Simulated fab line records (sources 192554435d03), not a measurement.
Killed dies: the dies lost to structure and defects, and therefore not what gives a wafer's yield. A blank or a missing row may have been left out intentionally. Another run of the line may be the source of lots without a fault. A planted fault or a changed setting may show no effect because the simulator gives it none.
Matching of chambers ; flow n5_finfet ; N5_BEOL_M12_DEP_53 on pecvd-04: 3 sister chambers
The step deposits SiCN from 3MS/NH3, target thk 30 nm, time 10.5 s. 3 wafers are shown with their chamber, then 8 later ones without.

== EACH WAFER AND ITS CHAMBER ==
wafer;chamber;showerhead_plenum_p_Torr (Torr)
L085.5;0;4.172
L085.6;1;4.165
L087.1;2;4.081

== WAFERS WHOSE CHAMBER IS MISSING ==
wafer;showerhead_plenum_p_Torr (Torr)
L087.5;4.090
L087.6;4.176
L088.1;4.087
L088.4;4.182
L088.5;4.087
L091.1;4.186
L091.4;4.080
L091.5;4.173

== WHICH CHAMBER EACH ONE RAN IN ==
wafer;from the rows above;in truth
L087.5;2;2
L087.6;can't be placed: 0 or 1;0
L088.1;2;2
L088.4;can't be placed: 0 or 1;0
L088.5;2;2
L091.1;can't be placed: 0 or 1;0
L091.4;2;2
L091.5;can't be placed: 0 or 1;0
Correct placement for 4 of the 8. Not placeable from these rows: 4 (in 4, the candidates include the true chamber). Number placed wrongly: 0.
How it was worked out, from the rows above alone: a wafer's distance from a chamber is the root of the sum, over the readings, of the square of ((its reading less the chamber's mean) divided by the reading's scatter). If the next closest chamber is less than 2 further off than the closest, the wafer can't be placed; otherwise it belongs to the closest. A chamber's mean is the mean of its shown wafers. The scatter: root of mean squared gap, hidden wafer to nearest shown wafer, with one shown wafer a chamber.
